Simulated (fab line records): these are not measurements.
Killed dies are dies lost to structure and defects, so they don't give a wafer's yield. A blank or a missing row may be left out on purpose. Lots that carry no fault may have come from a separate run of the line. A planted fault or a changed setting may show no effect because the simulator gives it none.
A single fault, viewed from 2 desks + flow nand_harc + only its own numbers are on each desk; what lay behind them is given at the end

TOOL OWNER'S DESK, litho_track-03
The tool's own readings at NHARC_P_GATE_PEB_57 (peb time 85 s): means of the sampled wafers that have a number, for each lot that ran on this tool. Any lot whose mean is over 4 standard deviations away from the usual mean is out of limits and marked OUT; that distance is given in the brackets.
Columns: A = exhaust_pa at NHARC_P_GATE_PEB_57, usual 44.9 Pa; B = heater_power_total_W at NHARC_P_GATE_PEB_57, usual 163.91 W; C = plate_temp_C at NHARC_P_GATE_PEB_57, usual 117.95 C; D = resist_line_temp_C at NHARC_P_GATE_PEB_57, usual 23.03 C
| lot  | first seen here | A    | B                | C                | D     |
|------|-----------------|------|------------------|------------------|-------|
| L895 | day 5 15:07     | 44.7 | 163.65           | 117.99           | 23.05 |
| L902 | day 7 03:35     | 44.4 | 166.89 (+11) OUT | 119.93 (+15) OUT | 22.98 |
| L904 | day 7 18:08     | 46.1 | 167.21 (+13) OUT | 119.71 (+14) OUT | 23.10 |
| L906 | day 8 11:07     | 44.8 | 167.42 (+13) OUT | 119.74 (+14) OUT | 22.97 |
| L916 | day 10 18:31    | 45.3 | 163.73           | 118.00           | 23.04 |
| L917 | day 10 18:47    | 44.4 | 163.86           | 118.01           | 23.09 |
Finding of this desk: L902, L904, L906 out of limits; the first was L902 at day 7 03:35, on heater_power_total_W at NHARC_P_GATE_PEB_57. L895, L916, L917: within limits.

FROM THE METROLOGY DESK
Lot by lot, what the gauges showed, no matter which tool ran the lot: averages of those sampled wafers that carry a number. Any lot whose mean is over 4 standard deviations away from the usual mean is out of limits and marked OUT; that distance is given in the brackets.
Columns: A = cd_nm at NHARC_P_GATE_CD_MEAS_33, usual 122 nm; B = cd_nm at NHARC_P_GATE_CD_MEAS_59, usual 718.9 nm
| lot  | first seen here | A   | B     |
|------|-----------------|-----|-------|
| L894 | day 4 11:01     | 120 | 721.3 |
| L895 | day 5 02:43     | 122 | 720.7 |
| L896 | day 5 02:46     | 121 | 715.8 |
| L902 | day 6 14:59     | 118 | 723.8 |
| L904 | day 7 05:28     | 123 | 721.2 |
| L906 | day 7 22:25     | 117 | 721.9 |
| L909 | day 8 09:35     | 127 | 718.9 |
| L908 | day 8 09:50     | 123 | 717.2 |
| L910 | day 8 17:11     | 121 | 719.3 |
| L912 | day 9 05:32     | 121 | 721.1 |
| L914 | day 9 20:46     | 124 | 719.1 |
| L915 | day 10 01:19    | 123 | 717.1 |
| L916 | day 10 05:38    | 122 | 720.7 |
| L917 | day 10 05:47    | 119 | 718.7 |
This desk's verdict: no lot among the 14 shows anything out of limits.

PUT TOGETHER
The tool owner's desk had the chance to raise an alarm at day 7 03:35 on L902, L904, L906.
Metrology desk: nothing out of limits seen.
The metrology desk has L902, L904, L906 on record, within its limits.
The lots listed all ran NHARC_P_GATE_PEB_57 on litho_track-03.

WHAT HAD BEEN PUT IN BY THE SIMULATOR
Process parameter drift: litho_track-03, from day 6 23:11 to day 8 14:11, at NHARC_P_GATE_PEB_57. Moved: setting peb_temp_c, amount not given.
Struck lots among those shown: L902, L904, L906.
Time in hours from fault onset to the first out-of-limits reading at each desk: the tool owner's desk, 4.
